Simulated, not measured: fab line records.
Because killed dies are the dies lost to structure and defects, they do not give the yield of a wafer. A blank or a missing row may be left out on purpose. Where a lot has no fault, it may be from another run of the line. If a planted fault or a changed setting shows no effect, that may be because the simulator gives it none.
Matching of chambers + flow n5_finfet + N5_BEOL_M8_CMP_52 on cmp-02 has 4 sister chambers
The step polishes, stops on SiCOH lowk, t overpolish 6.9 s, target thk 80 nm. 20 wafers are shown with their chamber, then 10 later ones without.

== WAFERS WITH THEIR CHAMBER ==
| wafer  | chamber | motor_current_A (A) | time_to_endpoint_s (s) | edge_zone_pressure_frac |
|--------|---------|---------------------|------------------------|-------------------------|
| L076.4 | 3       | 5.8                 | 57                     | 1.000                   |
| L076.5 | 2       | 5.2                 | 62                     | 1.001                   |
| L076.6 | 3       | 5.3                 | 57                     | 0.995                   |
| L081.1 | 2       | 5.4                 | 58                     | 1.009                   |
| L081.2 | 1       | 6.8                 | 61                     | 0.996                   |
| L081.6 | 2       | 5.1                 | 57                     | 1.014                   |
| L083.3 | 0       | 6.3                 | 62                     | 0.995                   |
| L083.5 | 2       | 5.4                 | 56                     | 1.000                   |
| L083.6 | 3       | 5.6                 | 56                     | 1.006                   |
| L085.2 | 2       | 5.3                 | 59                     | 1.004                   |
| L085.4 | 1       | 6.6                 | 66                     | 0.997                   |
| L085.6 | 3       | 5.6                 | 61                     | 1.011                   |
| L086.3 | 3       | 5.2                 | 58                     | 0.999                   |
| L086.4 | 2       | 5.4                 | 59                     | 0.999                   |
| L086.6 | 1       | 6.7                 | 62                     | 0.995                   |
| L088.2 | 0       | 6.6                 | 62                     | 0.994                   |
| L088.4 | 3       | 5.6                 | 60                     | 0.998                   |
| L088.6 | 0       | 6.5                 | 63                     | 0.992                   |
| L093.2 | 2       | 5.3                 | 61                     | 1.003                   |
| L093.5 | 1       | 6.5                 | 67                     | 1.012                   |

SIGNATURES (averages over the wafers above)
| reading                 | chamber 0 | chamber 1 | chamber 2 | chamber 3 | scatter within a chamber |
|-------------------------|-----------|-----------|-----------|-----------|--------------------------|
| motor_current_A         | 6.467     | 6.650     | 5.300     | 5.517     | 0.163                    |
| time_to_endpoint_s      | 62.33     | 64.00     | 58.86     | 58.17     | 2.13                     |
| edge_zone_pressure_frac | 0.99367   | 1.00000   | 1.00429   | 1.00150   | 0.00585                  |
Rule: a wafer lies at a distance from a chamber equal to the root of the sum of squares, over the readings, of (its reading less the chamber's mean, divided by the reading's scatter). If the next closest chamber is less than 2 further off than the closest, the wafer can't be placed; otherwise it belongs to the closest. The scatter: the root of (the sum of the squares of (reading less its chamber's mean) over the shown wafers, divided by (wafers less chambers)).

== WAFERS WHOSE CHAMBER IS MISSING ==
| wafer  | motor_current_A (A) | time_to_endpoint_s (s) | edge_zone_pressure_frac |
|--------|---------------------|------------------------|-------------------------|
| L093.6 | 5.3                 | 60                     | 0.999                   |
| L094.2 | 5.3                 | 57                     | 1.005                   |
| L094.4 | 6.7                 | 64                     | 0.992                   |
| L094.5 | 6.9                 | 60                     | 0.998                   |
| L095.1 | 6.4                 | 60                     | 0.992                   |
| L095.2 | 6.4                 | 60                     | 0.996                   |
| L095.3 | 5.3                 | 58                     | 1.005                   |
| L097.1 | 6.4                 | 63                     | 0.994                   |
| L097.3 | 6.6                 | 61                     | 1.004                   |
| L097.4 | 5.4                 | 57                     | 1.001                   |

== CHAMBER TAKEN BY EACH ==
| wafer  | from the rows above     | in truth |
|--------|-------------------------|----------|
| L093.6 | can't be placed: 2 or 3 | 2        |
| L094.2 | can't be placed: 2 or 3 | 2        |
| L094.4 | can't be placed: 1 or 0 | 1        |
| L094.5 | can't be placed: 1 or 0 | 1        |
| L095.1 | can't be placed: 0 or 1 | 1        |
| L095.2 | can't be placed: 0 or 1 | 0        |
| L095.3 | can't be placed: 2 or 3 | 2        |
| L097.1 | can't be placed: 0 or 1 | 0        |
| L097.3 | can't be placed: 1 or 0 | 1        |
| L097.4 | can't be placed: 3 or 2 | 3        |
Correctly placed: 0 of 10. Unplaceable from these rows: 10, with the true chamber sitting among the candidates in 10. Placed wrongly: 0.
